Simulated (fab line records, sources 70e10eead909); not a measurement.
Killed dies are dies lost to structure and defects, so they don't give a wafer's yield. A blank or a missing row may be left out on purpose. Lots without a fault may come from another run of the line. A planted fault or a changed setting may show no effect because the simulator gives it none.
fab line records | flow nand_harc
record lots=13 wafers=37 last_day=24
route steps=1159 shown A_STAIRCASE@596 END@1159
lots that met no fault: from a run of the same line without faults
start_h: hours from the record's first day to the start of the lot's first wafer shown | wait_h: hours since the lot's step before | " the same as in the row above | L1.1+2: a row that stands for several wafers | - no value, or no start given | * or withheld: withheld | < > ~ a bound
route shown NAME@n: a module of which the file shows steps, and the number in the route of the first | usual: mean/standard deviation of fault-free wafers | same: alike in all rows | chamber/n: place in a boat | sites: the reading at each site | _std_site: their standard deviation | _edge_site: outer sites' mean less inner sites' | radius_mm: how far each site lies from the wafer's centre | mask NAME#n: copy n | behind: the tool/chamber that last shaped the wafer | hold: why the lot was held/for how many hours/how that ended | device: the transistor (n, p or np) that didn't switch | end of line: the same wafers' tests at the end of the route | a step without rows: its recipe alone | killed: dies lost to structure and defects at the first sort, not the wafer's yield | map: a wafer's dies, x killed, . not, _ none there
set.NAME: the setting as run; set.NAME@STEP: as run at that earlier step | model.NAME: the simulator's own value behind a step, which no gauge read
steps of the route over a sample of lots; a table a step, a row a wafer
services: from which hour (start_h, from the record's first day; less than 0 if before it) a tool's chamber was out of use, for how many hours, and why
## steps
# step NHARC_A_STAIRCASE_TRIM_202
# recipe time_s=211.2 o2_flow_sccm=500 ar_flow_sccm=0 bias_w=0 chemistry=O2
# usual drypump_motor_current_A=5.5/0.41 oes_product_au=1.002/0.015 rf_vpp_V=57.7/0.84 showerhead_plenum_p_Torr=3.50/0.11 throttle_valve_pct=17.036/0.0092
# columns lot.wafer tool chamber start_h wait_h drypump_motor_current_A oes_product_au rf_hours_counter_h rf_vpp_V showerhead_plenum_p_Torr throttle_valve_pct
L707.1 rie_diel-12 3 - - 5.3 1.001 3 57.6 3.60 17.045
L707.3 " 1 " " 5.9 0.990 4 58.1 3.42 17.043
L707.5 " 3 " " 5.3 0.996 - 58.1 3.60 17.030
L708.2 rie_diel-02 1 - - 6.0 0.997 32 57.5 3.31 17.018
L708.3 " 2 " " 5.4 1.000 37 56.8 3.42 17.029
L708.1 " 3 " " 5.2 0.991 36 57.4 3.48 17.047
L710.3 rie_diel-02 1 - - 6.0 1.004 35 56.4 3.31 17.039
L710.2 " 2 " " 5.3 0.996 40 58.2 3.42 17.035
L710.1 " 0 " " 5.8 1.006 40 56.5 3.40 17.032
L709.2 rie_diel-03 2 - - 5.2 1.014 16 58.4 3.64 17.048
L709.3 " 3 " " 6.1 1.010 17 57.6 3.50 17.033
L709.6 " 1 " " 4.9 1.004 - 57.2 3.60 17.028
L711.1 rie_diel-03 2 - - 5.2 1.016 17 58.7 3.64 17.034
L711.4 " 0 " " 5.1 1.001 15 58.7 3.51 17.043
L711.6 " 3 " " 6.1 1.007 - 56.4 3.50 17.046
L712.4 rie_diel-03 2 - - 5.2 1.023 19 58.8 3.64 17.042
L712.3 " 3 " " 6.1 1.021 20 56.1 3.50 17.039
L712.6 " 3 " " 6.1 1.004 - 59.1 3.50 17.050
L713.1 rie_diel-03 2 - - 5.2 1.023 21 58.6 3.63 17.028
L713.4 " 3 " " 6.1 1.005 22 57.9 3.50 17.046
L713.5 " 1 " " 4.9 0.982 - 59.5 3.60 17.034
L717.4 rie_diel-03 3 - - 6.0 1.029 32 57.0 3.49 17.025
L717.3 " 0 " " 5.1 1.001 28 58.3 3.50 17.042
L717.5 " 2 " " 5.2 1.005 - 58.4 3.63 17.049
L721.1 rie_diel-12 2 - - 6.1 0.972 41 57.8 3.69 17.033
L721.2 " 0 " " 5.6 0.974 43 59.2 3.60 17.049
L723.2 rie_diel-02 1 - - 6.0 0.988 3 56.3 3.30 17.043
L723.5 " 2 " " 5.3 0.988 - 57.9 3.40 17.036
L726.3 rie_diel-02 3 - - 5.2 1.031 5 56.9 3.46 17.032
L726.1 " 0 " " 5.9 1.018 5 58.6 3.39 17.020
L726.2 " 1 " " 6.0 0.991 6 58.0 3.30 17.033
L724.4 rie_diel-12 1 - - 5.9 1.000 53 58.1 3.39 17.040
L724.2 " 2 " " 6.1 0.982 50 56.5 3.69 17.046
L724.5 " 3 " " 5.4 1.000 - 58.4 3.58 17.015
L728.3 rie_diel-03 2 - - 5.2 1.006 59 56.2 3.61 17.032
L728.4 " 1 " " 4.9 1.010 55 58.6 3.58 17.040
L728.6 " 2 " " 5.2 1.013 - 59.2 3.61 17.044
# step NHARC_A_STAIRCASE_TRIM_224
# recipe time_s=211.2 o2_flow_sccm=500 ar_flow_sccm=0 bias_w=0 chemistry=O2
# usual drypump_motor_current_A=5.5/0.42 oes_product_au=1.001/0.013 rf_vpp_V=57.7/0.91 showerhead_plenum_p_Torr=3.51/0.1 throttle_valve_pct=17.036/0.0085
# columns lot.wafer tool chamber start_h wait_h drypump_motor_current_A oes_product_au rf_hours_counter_h rf_vpp_V showerhead_plenum_p_Torr throttle_valve_pct
L707.1 rie_diel-02 1 224.55 - 5.9 0.987 22 57.8 3.32 17.038
L707.3 " 2 " " 5.3 1.008 27 58.3 3.42 17.041
L707.5 " 2 " " 5.3 1.001 - 56.8 3.42 17.027
L708.3 rie_diel-03 3 252.96 - 6.0 0.993 12 58.8 3.50 17.036
L708.1 " 1 " " 4.9 0.997 9 58.1 3.60 17.023
L708.2 " 2 " " 5.2 1.018 11 57.0 3.64 17.019
L710.1 rie_diel-02 0 263.58 - 5.8 1.003 41 57.0 3.40 17.045
L710.3 " 1 " " 6.0 1.009 36 56.0 3.31 17.043
L710.2 " 3 " " 5.2 1.002 40 58.3 3.47 17.032
L709.3 rie_diel-03 0 265.27 - 5.1 1.000 15 59.0 3.51 17.026
L709.2 " 3 " " 6.1 1.001 18 56.9 3.50 17.040
L709.6 " 0 " " 5.1 1.005 - 59.5 3.51 17.033
L711.1 rie_diel-03 0 266.57 - 5.1 1.003 16 58.2 3.51 17.028
L711.4 " 1 " " 4.9 0.984 16 58.2 3.60 17.042
L711.6 " 1 " " 4.9 0.994 - 57.4 3.60 17.035
L712.4 rie_diel-02 1 272.48 - 6.0 0.998 39 56.7 3.31 17.025
L712.3 " 3 " " 5.2 0.988 44 57.9 3.47 17.040
L712.6 " 0 " " 5.8 1.008 - 58.5 3.40 17.027
L713.4 rie_diel-02 2 277.65 - 5.4 0.984 46 58.4 3.42 17.032
L713.1 " 1 " " 6.0 1.009 41 58.8 3.31 17.043
L713.5 " 3 " " 5.2 1.014 - 58.1 3.47 17.020
L717.4 rie_diel-12 1 305.82 - 5.9 0.992 34 57.5 3.40 17.025
L717.3 " 2 " " 6.1 0.982 32 56.9 3.70 17.035
L717.5 " 0 " " 5.6 0.977 - 58.8 3.61 17.039
L721.2 rie_diel-03 2 330.55 - 5.2 1.193 42 59.2 3.62 17.035
L721.1 " 3 " " 6.1 1.022 42 59.8 3.48 17.052
L723.2 rie_diel-03 1 349.80 - 4.9 1.197 43 58.8 3.58 17.027
L723.5 " 1 " " 4.9 1.189 - 57.7 3.58 17.048
L726.2 rie_diel-02 1 355.65 - 6.0 0.994 6 57.7 3.29 17.039
L726.1 " 2 " " 5.3 0.984 6 57.4 3.40 17.026
L726.3 " 3 " " 5.2 1.022 6 57.9 3.46 17.030
L724.4 rie_diel-03 2 356.58 - 5.2 1.000 52 57.9 3.62 17.033
L724.2 " 0 " " 5.1 1.202 49 57.4 3.49 17.043
L724.5 " 3 " " 6.0 1.207 - 57.5 3.48 17.041
L728.3 rie_diel-02 2 380.26 - 5.3 1.005 14 57.5 3.40 17.044
L728.4 " 1 " " 6.0 0.992 14 58.2 3.29 17.055
L728.6 " 2 " " 5.3 0.995 - 57.6 3.40 17.044
# step NHARC_A_STAIRCASE_ETCH_230
# recipe target_depth_a=1000 time_s=40.5 ion_energy_ev=400 c4f8_flow_sccm=20 o2_flow_sccm=10 ar_flow_sccm=withheld rf_w=600 bias_w=1000 chemistry=C4F8/O2
# usual oes_product_au=0.954/0.02 rf_vpp_V=895/3.8
# columns lot.wafer tool chamber start_h wait_h oes_product_au rf_hours_counter_h rf_vpp_V
L707.1 rie_diel-02 1 - - 0.936 23 887
L707.3 " 2 " " 0.945 28 893
L707.5 " 0 " " 0.959 - 891
L708.3 rie_diel-12 0 - - 0.948 13 900
L708.2 " 1 " " 0.956 14 891
L708.1 " 2 " " 0.945 15 902
L710.2 rie_diel-02 3 - - 0.951 40 895
L710.3 " 0 " " 0.946 41 892
L710.1 " 1 " " 0.950 37 888
L709.3 rie_diel-12 0 - - 0.936 20 899
L709.2 " 2 " " 0.939 21 902
L709.6 " 0 " " 0.937 - 900
L711.1 rie_diel-03 0 - - 0.951 16 897
L711.4 " 2 " " 0.951 18 901
L711.6 " 3 " " 0.951 - 895
L712.4 rie_diel-12 1 - - 0.963 24 891
L712.3 " 2 " " 0.972 23 904
L712.6 " 1 " " 0.953 - 892
L713.4 rie_diel-02 3 - - 0.949 46 894
L713.1 " 0 " " 0.951 47 891
L713.5 " 1 " " 0.952 - 888
L717.4 rie_diel-03 1 - - 0.935 30 899
L717.3 " 3 " " 0.990 33 894
L717.5 " 1 " " 0.933 - 897
L721.1 rie_diel-03 0 - - 0.941 40 895
L721.2 " 3 " " 0.976 43 895
L723.2 rie_diel-03 3 - - 0.962 49 894
L723.5 " 2 " " 0.950 - 899
L726.2 rie_diel-02 2 - - 0.919 7 891
L726.3 " 3 " " 0.963 6 893
L726.1 " 1 " " 0.937 7 888
L724.4 rie_diel-02 2 - - 0.969 7 893
L724.2 " 0 " " 0.985 7 890
L724.5 " 1 " " 0.970 - 887
L728.3 rie_diel-03 2 - - 0.970 61 898
L728.4 " 0 " " 0.998 62 893
L728.6 " 2 " " 0.967 - 899
# step NHARC_A_STAIRCASE_ETCH_234
# recipe target_depth_a=1000 time_s=40.5 ion_energy_ev=400 c4f8_flow_sccm=20 o2_flow_sccm=10 ar_flow_sccm=withheld rf_w=600 bias_w=1000 chemistry=C4F8/O2
# usual oes_product_au=0.946/0.015 rf_vpp_V=895/3.9
# columns lot.wafer tool chamber start_h wait_h oes_product_au rf_hours_counter_h rf_vpp_V
L707.1 rie_diel-02 1 - - 0.932 24 889
L707.3 " 3 " " 0.940 27 893
L707.5 " 0 " " 0.927 - 891
L708.1 rie_diel-12 2 - - 0.933 15 902
L708.2 " 3 " " 0.954 13 899
L708.3 " 1 " " 0.957 14 893
L710.1 rie_diel-02 0 - - 0.940 41 891
L710.2 " 1 " " 0.933 37 889
L710.3 " 3 " " 0.963 40 894
L709.3 rie_diel-12 2 - - 0.913 22 901
L709.2 " 3 " " 0.935 19 899
L709.6 " 2 " " 0.914 - 902
L711.4 rie_diel-03 1 - - 0.949 16 899
L711.1 " 0 " " 0.962 17 895
L711.6 " 1 " " 0.939 - 898
L712.3 rie_diel-12 0 - - 0.908 22 900
L712.4 " 1 " " 0.931 24 893
L712.6 " 3 " " 0.945 - 897
L713.1 rie_diel-02 3 - - 0.950 46 894
L713.4 " 1 " " 0.947 42 888
L713.5 " 3 " " 0.952 - 893
L717.3 rie_diel-03 3 - - 0.954 33 894
L717.4 " 2 " " 0.952 34 900
L717.5 " 3 " " 0.953 - 894
L721.1 rie_diel-03 1 - - 0.926 40 897
L721.2 " 2 " " 0.939 43 900
L723.2 rie_diel-03 3 - - 0.978 50 893
L723.5 " 3 " " 0.974 - 895
L726.3 rie_diel-02 2 - - 0.938 7 890
L726.2 " 3 " " 0.974 6 894
L726.1 " 0 " " 0.972 6 889
L724.2 rie_diel-02 1 - - 0.948 8 887
L724.4 " 2 " " 0.944 8 891
L724.5 " 3 " " 0.972 - 893
L728.3 rie_diel-03 1 - - 0.929 57 898
L728.4 " 3 " " 0.944 64 895
L728.6 " 1 " " 0.928 - 898
# step NHARC_END_SORT_01
# recipe temp_c=25
# usual killed_at_array=28/11 killed_at_other=0.5/0.87 killed_at_periphery=2.9/2.2 killed_dies=32/11 killed_open=3.2/1.9 killed_short=1.8/1.4
# same gross_dies=677
# columns lot.wafer tool chamber start_h wait_h killed_at_array killed_at_other killed_at_periphery killed_dies killed_open killed_short
L721.2 prober-02 0 516.90 2.8 11 0 2 13 2 2
L723.2 prober-02 0 543.81 2.8 60 1 2 63 3 1
L723.5 prober-02 0 546.26 3.8 59 2 8 69 4 2
L724.2 prober-01 0 559.38 2.8 37 0 6 43 2 3
L724.5 prober-01 0 561.76 3.7 31 0 3 34 5 1
# killed by level:class
L721.2 A_CONTACT:chamber_film_flake=5 A_CHANNEL_HOLE_D1:chamber_film_flake=2 P_M0:geometric_particle:open=1 P_M1:geometric_particle:short=1 A_SGD_CUT:geometric_particle:short=1 A_WL_FILL:geometric_particle:open=1 A_STAIRCASE:chamber_film_flake=1 A_STAIRCASE:area_trim=1
L723.2 A_CHANNEL_HOLE_D1:chamber_film_flake=20 A_SLIT:chamber_film_flake=20 A_STAIRCASE:area_trim=10 A_STAIRCASE:chamber_film_flake=3 A_CONTACT:chamber_film_flake=3 A_SGD_CUT:geometric_particle:open=2 P_CONTACT:geometric_particle:open=1 A_WL_FILL:geometric_particle:short=1
L723.5 A_STAIRCASE:area_trim=20 A_SLIT:chamber_film_flake=14 A_CHANNEL_HOLE_D1:chamber_film_flake=11 A_STAIRCASE:chamber_film_flake=7 P_GATE:chamber_film_flake=4 P_STI:chamber_film_flake=3 A_CONTACT:chamber_film_flake=3 P_CONTACT:geometric_particle:open=1
L724.2 A_CHANNEL_HOLE_D1:chamber_film_flake=12 A_STAIRCASE:area_trim=11 A_SLIT:chamber_film_flake=8 A_STAIRCASE:chamber_film_flake=4 P_GATE:chamber_film_flake=3 P_CONTACT:geometric_particle:open=1 P_CONTACT:geometric_particle:short=1 P_M0:geometric_particle:open=1
L724.5 A_SLIT:chamber_film_flake=16 A_CONTACT:chamber_film_flake=4 A_STAIRCASE:chamber_film_flake=3 A_CONTACT:geometric_particle:open=2 A_M0:geometric_particle:open=2 A_CHANNEL_HOLE_D1:chamber_film_flake=2 P_M1:geometric_particle:open=1 A_CONTACT:geometric_particle:short=1
## services
# columns tool chamber start_h hours kind
rie_diel-12 - 202.83 9.0 pm
rie_diel-03 - 215.38 9.0 pm
rie_diel-03 0 215.38 9.0 vent_cycle
rie_diel-03 1 215.38 9.0 vent_cycle
rie_diel-03 2 215.38 9.0 vent_cycle
rie_diel-03 3 215.38 9.0 vent_cycle
rie_diel-03 0 224.38 - clean
rie_diel-03 0 224.38 - consumable_replace:focus_ring
rie_diel-03 1 224.38 - clean
rie_diel-03 2 224.38 - clean
rie_diel-03 3 224.38 - clean
rie_diel-03 0 248.88 - clean
rie_diel-03 1 248.88 - clean
rie_diel-03 2 248.88 - clean
rie_diel-03 3 248.88 - clean
rie_diel-03 0 273.49 - clean
rie_diel-03 1 273.49 - clean
rie_diel-03 2 273.49 - clean
rie_diel-02 3 287.61 5.5 repair
rie_diel-12 3 319.36 2.0 repair
rie_diel-02 - 327.86 9.0 pm
rie_diel-03 1 332.84 6.5 repair
rie_diel-12 1 337.97 1.2 repair
rie_diel-12 - 379.86 9.0 pm
## key
first_sign step=NHARC_A_STAIRCASE_TRIM_224 reading=oes_product_au direction=up sigmas=15 usual=1.001 struck=1.198
effect none on later readings
met_at NHARC_A_STAIRCASE_TRIM_224
struck_lots L721,L723,L724
struck_wafers L721.2,L723.2,L723.5,L724.2,L724.5
tester_left_out L721,L723,L724
not_acting_at NHARC_A_STAIRCASE_TRIM_202,NHARC_A_STAIRCASE_ETCH_230,NHARC_A_STAIRCASE_ETCH_234
onset_between 266.57 330.55
fault kind=process_parameter_drift tool=rie_diel-03 chamber=- onset_h=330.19 steps=NHARC_A_STAIRCASE_TRIM_224 channel=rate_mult offset=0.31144 shape=step end_h=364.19 scope=struck_wafers_only
# tester_left_out: of these lots the tester's yield and bins aren't shown, on N5 and GAA mostly nor the transistor test; their killed dies are dies lost to structure and defects alone, not to doping, threshold or leakage, so they don't give the yield
